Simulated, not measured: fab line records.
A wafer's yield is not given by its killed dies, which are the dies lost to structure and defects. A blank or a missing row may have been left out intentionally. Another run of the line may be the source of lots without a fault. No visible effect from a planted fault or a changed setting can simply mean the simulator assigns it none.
Split-lot experiment | flow n5Finfet | 7 lots, 21 wafers read, on a route of 1938 steps

== ON THE SPLIT ==
At N5_BEOL_M2_DESCUM_33 (chemistry O2, time 7 s), the setting timeS was moved away from the recipe's 7 s on 6 of the 21 wafers read, by -8.2% to +14.7%. This setting was run at the recipe's value on the other wafers.

The reading comes from the split's own step.

== THE READING ==
CAR-EUV_of_BEOL_M2_COAT_22.thkNm (the simulator's own value, which no gauge read), in nm, at N5_BEOL_M2_DESCUM_33 (chemistry O2, time 7 s). The file does not state a usual value for it. Average 25.9 nm, standard deviation 0.088 nm, over the 15 wafers here run with the recipe.

wafer  | tool, chamber at the split | timeS as run, s | against the recipe | CAR-EUV_of_BEOL_M2_COAT_22.thkNm, nm | against lot-mates on the recipe
L075.2 | rieDiel-04, 2,3,2          | 7               | recipe             | 26                                   | -
L075.3 | rieDiel-04, 2,3,2          | 7               | recipe             | 26                                   | -
L075.5 | rieDiel-04, 2,3,2          | 7               | recipe             | 26                                   | -
L083.1 | rieDiel-04, 3,0,1          | 7               | recipe             | 25.8                                 | -
L083.2 | rieDiel-04, 3,0,1          | 7               | recipe             | 25.8                                 | -
L083.5 | rieDiel-04, 3,0,1          | 7               | recipe             | 25.8                                 | -
L087.2 | rieDiel-06, 3              | 8.03            | +14.7%             | 25.6                                 | no lot-mate on the recipe
L087.5 | rieDiel-06, 3              | 8.03            | +14.7%             | 25.6                                 | no lot-mate on the recipe
L087.6 | rieDiel-06, 0              | 8.03            | +14.7%             | 25.8                                 | no lot-mate on the recipe
L089.2 | rieDiel-04, 3,0,1          | 7               | recipe             | 26                                   | -
L089.5 | rieDiel-04, 3,0,1          | 7               | recipe             | 26                                   | -
L089.6 | rieDiel-04, 3,0,1          | 7               | recipe             | 26                                   | -
L093.1 | rieDiel-05, 3              | 7               | recipe             | 25.8                                 | -
L093.2 | rieDiel-05, 0              | 7               | recipe             | 26                                   | -
L093.5 | rieDiel-05, 0              | 6.423           | -8.2%              | 26.2                                 | +0.3
L094.1 | rieDiel-04, 2,3            | 7               | recipe             | 26                                   | -
L094.3 | rieDiel-04, 2,3            | 7               | recipe             | 26                                   | -
L094.4 | rieDiel-04, 0              | 7.463           | +6.6%              | 25.6                                 | -0.4
L095.4 | rieDiel-05, 1              | 7.778           | +11.1%             | 25.6                                 | -0.4
L095.5 | rieDiel-05, 3,2            | 7               | recipe             | 26                                   | -
L095.6 | rieDiel-05, 3,2            | 7               | recipe             | 26                                   | -
When a row names more than one chamber, that row covers several wafers, and the file does not tell which wafer ran in which chamber.

FIT RESULTS
A straight line over all 21 wafers: CAR-EUV_of_BEOL_M2_COAT_22.thkNm changes by -0.0232 nm for each +1% of timeS; r = -0.81; the points scatter about the line by 0.1 nm.
The same after taking each lot's own level away (the mean of its wafers on the recipe; 18 wafers): -0.0404 nm for each +1%; r = -0.95; scatter 0.05 nm.
Per that fit: largest timeS move, reading shift of 0.59 nm.
Measured against the standard deviation above, the lots' own levels, which go from 25.80 to 26.00 nm, span 2.3 times it.
In other words, the slope is changed by the lot-to-lot level; the two fits disagree.
Check: for one of the wafers moved furthest among these (+11.1%), held out of the fit, the line's prediction against its lot-mates is -0.521 nm. It came out at -0.4 nm against them.

== THESE WAFERS: OTHER SPLITS ==
Note: prior to the reading, these wafers also went through further splits. Each is held against what the fit with the lots' levels taken away leaves over:
other split on the same wafers         | wafers away from the commonest value | r with CAR-EUV_of_BEOL_M2_COAT_22.thkNm (lot level and that fit taken away)
N5_SDB_COAT_03 spinRpm                 | 5                                    | -0.39
N5_HKMG_FIN_ETCH_54 sourceW            | 9                                    | +0.07
N5_GATE_CUT_CUT_ETCH_53 icpW           | 4                                    | +0.45
N5_MOL_CONTACT_COAG_COAT_76 spinRpm    | 7                                    | +0.34
N5_MOL_CONTACT_COAG_VIA_ETCH_117 biasW | 7                                    | +0.15
N5_MOL_CONTACT_COAG_ETCH_124 biasW     | 8                                    | -0.63
N5_BEOL_M2_COAT_67 spinRpm             | 4                                    | +0.07

== FILE'S OWN FIT ==
CAR-EUV_of_BEOL_M2_COAT_22.thkNm changes by -0.0407 nm for each +1% of timeS, r = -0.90.
